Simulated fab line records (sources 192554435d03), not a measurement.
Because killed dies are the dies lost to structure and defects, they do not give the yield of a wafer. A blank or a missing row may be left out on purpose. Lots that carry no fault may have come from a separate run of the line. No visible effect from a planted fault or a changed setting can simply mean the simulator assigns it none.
Which of the tools did it? ; flow n5 finfet ; 9 lots, 27 wafers sampled, at 7 steps of a route of 1938

## WHAT THE GAUGES SHOWED, per wafer
N5_BEOL_M10_INSPECT_13: inspects for defects (brightfield).
lot;measured;on;raw defect count
L430;day 10 09:50;defect inspect-02;365 437 374
L438;day 12 07:06;defect inspect-02;442 460 361
L439;day 12 15:34;defect inspect-02;492 525 518
L440;day 13 08:28;defect inspect-01;270 448 386
L444;day 13 18:13;defect inspect-02;446 494 434
L446;day 13 21:32;defect inspect-02;358 489 582
L447;day 14 20:39;defect inspect-02;565 397 557
L452;day 16 04:19;defect inspect-01;351 263 487
L450;day 16 04:41;defect inspect-01;365 277 469

N5_BEOL_M10_INSPECT_30: inspects for defects (brightfield).
lot;measured;on;raw defect count
L430;day 10 11:32;defect inspect-02;353 405 374
L438;day 12 09:43;defect inspect-01;410 459 347
L439;day 12 17:59;defect inspect-02;479 544 510
L440;day 13 11:16;defect inspect-01;278 452 393
L444;day 13 20:35;defect inspect-01;452 505 433
L446;day 13 23:10;defect inspect-02;351 495 582
L447;day 14 22:54;defect inspect-02;564 409 567
L452;day 16 07:16;defect inspect-02;368 252 535
L450;day 16 07:26;defect inspect-01;356 312 533

N5_BEOL_M10_OCD_MEAS_38.
lot;measured;on;trench depth nm (nm)
L430;day 10 12:24;ocd-02;147.0 149.4 149.1
L438;day 12 10:14;ocd-01;146.3 148.3 148.9
L439;day 12 18:31;ocd-01;131.3 148.9 151.5
L440;day 13 11:48;ocd-01;151.3 154.5 132.8
L444;day 13 21:07;ocd-02;149.4 147.8 152.7
L446;day 13 23:41;ocd-01;151.1 147.8 149.1
L447;day 15 01:06;ocd-01;152.6 151.2 152.6
L452;day 16 08:24;ocd-01;152.2 152.1 150.5
L450;day 16 08:32;ocd-02;154.2 150.7 156.7

N5_BEOL_M10_THK_MEAS_53: measures by xrf.
lot;measured;on;M10_THK (nm)
L430;day 10 15:38;film metro-01;142.2 142.9 141.9
L438;day 12 13:22;film metro-01;139.6 144.8 142.6
L439;day 12 20:37;film metro-02;124.4 142.0 144.1
L440;day 13 13:59;film metro-02;143.8 148.0 125.2
L444;day 14 00:07;film metro-02;142.4 139.9 144.1
L446;day 14 02:48;film metro-01;143.4 140.5 141.9
L447;day 15 03:14;film metro-01;142.8 141.5 145.8
L452;day 16 10:46;film metro-01;147.5 146.9 145.8
L450;day 16 10:51;film metro-02;146.0 143.3 149.5

N5_BEOL_M10_RS_MEAS_57: uses a four-point probe to measure.
lot;measured;on;M10_RS (ohm/sq)
L430;day 10 15:47;film metro-01;0.151 0.151 0.151
L438;day 12 13:31;film metro-01;0.155 0.149 0.151
L439;day 12 20:44;film metro-02;0.174 0.149 0.148
L440;day 13 14:07;film metro-01;0.149 0.143 0.174
L444;day 14 00:14;film metro-02;0.150 0.153 0.148
L446;day 14 02:56;film metro-01;0.149 0.153 0.151
L447;day 15 03:22;film metro-02;0.151 0.152 0.147
L452;day 16 10:55;film metro-02;0.146 0.146 0.148
L450;day 16 10:59;film metro-02;0.146 0.149 0.142

## WHICH TOOL RAN EACH LOT (tool, then ch and the chambers of the sampled wafers, then the start)
lot;N5_BEOL_M10_TRENCH_ETCH_37;N5_BEOL_M10_PRE_CLEAN_45
L430;rie diel-04 ch 0,1,3, day 10 12:13;pvd sputter-02, day 10 13:32
L438;rie diel-05 ch 0,1,2, day 12 10:04;pvd sputter-03, day 12 11:09
L439;rie diel-05 ch 0,1,2, day 12 18:19;pvd sputter-03, day 12 19:09
L440;rie diel-05 ch 0,2,3, day 13 11:37;pvd sputter-01, day 13 12:23
L444;rie diel-06 ch 0,1,2, day 13 20:56;pvd sputter-02, day 13 21:43
L446;rie diel-04 ch 0,1,3, day 13 23:30;pvd sputter-03, day 14 00:29
L447;rie diel-06 ch 2,3, day 15 00:55;pvd sputter-01, day 15 01:54
L452;rie diel-06 ch 2,3, day 16 08:13;pvd sputter-01, day 16 09:08
L450;rie diel-05 ch 0,1,3, day 16 08:21;pvd sputter-03, day 16 09:17
- N5_BEOL_M10_TRENCH_ETCH_37: etches SiCOH lowk in C4F6/O2, target depth 148.83 nm, time 48 s.
- N5_BEOL_M10_PRE_CLEAN_45: time 30 s.

## AS READ BY THE TOOLS THEMSELVES (means over the sampled wafers that have a number; for cases with no such wafer, the mark the record gives instead)
N5_BEOL_M10_TRENCH_ETCH_37.
lot;tool;bias w (W);drypump motor current A (A);oes_f_703_au (a.u.);oes_o_777_au (a.u.);oes product au (a.u.);rf fwd power W (W);rf vpp V (V);showerhead plenum p Torr (Torr);throttle valve pct (%)
L430;rie diel-04;185.1;5.6;0.78;0.78;0.76;340.8;654;2.86;21.19
L438;rie diel-05;184.9;6.1;0.74;0.74;0.73;339.9;669;2.76;21.05
L439;rie diel-05;185.1;6.1;0.67;0.68;0.71;311.5;701;2.76;21.04
L440;rie diel-05;184.9;5.9;0.67;0.68;0.72;312.6;713;2.81;21.02
L444;rie diel-06;185.1;5.9;0.82;0.82;0.82;341.9;660;2.75;20.88
L446;rie diel-04;185.1;5.6;0.76;0.76;0.74;340.6;655;2.85;21.24
L447;rie diel-06;185.1;5.3;0.83;0.83;0.83;342.1;668;2.80;20.77
L452;rie diel-06;185.2;5.4;0.82;0.83;0.82;342.0;668;2.82;20.71
L450;rie diel-05;185.0;5.8;0.90;0.90;0.89;340.6;666;2.86;20.97

N5_BEOL_M10_PRE_CLEAN_45.
lot;tool;heater power w (W)
L430;pvd sputter-02;363
L438;pvd sputter-03;336
L439;pvd sputter-03;338
L440;pvd sputter-01;338
L444;pvd sputter-02;359
L446;pvd sputter-03;331
L447;pvd sputter-01;344
L452;pvd sputter-01;348
L450;pvd sputter-03;361

## THE ANSWER, worked out from the rows above alone
Rule: the lots themselves supply what counts as usual. Put in order of their means at a reading, lots are off if they are a third of the lots or fewer, leave a main group of 4 or more, and stand apart from it by a gap of 3 or more times the standard deviation of the main group's means; of several such gaps the widest counts. A main group is skipped when, at the precision printed for the reading in the tables above, its means are all equal. Also off: a lot with no number at a reading for which 4 or more lots have one. Any other lot the step has rows for is counted as sound. After the gauges, taken in route order, come the tools' own readings; for these a lot's mean is taken, as printed above. The first step at which some lot is off is used, and at that step the reading that is off furthest; a lot without a number counts as furthest.
Off: L439, L440, at N5_BEOL_M10_TRENCH_ETCH_37 (rf fwd power W). Main group: mean 341.1 W, sd 0.8.
If a tool, at that step or one of the process steps before it, ran each lot that is off and ran no sound lot following the first of them, it fits. None of those tried fits.

## WHAT WAS PUT IN BY THE SIMULATOR
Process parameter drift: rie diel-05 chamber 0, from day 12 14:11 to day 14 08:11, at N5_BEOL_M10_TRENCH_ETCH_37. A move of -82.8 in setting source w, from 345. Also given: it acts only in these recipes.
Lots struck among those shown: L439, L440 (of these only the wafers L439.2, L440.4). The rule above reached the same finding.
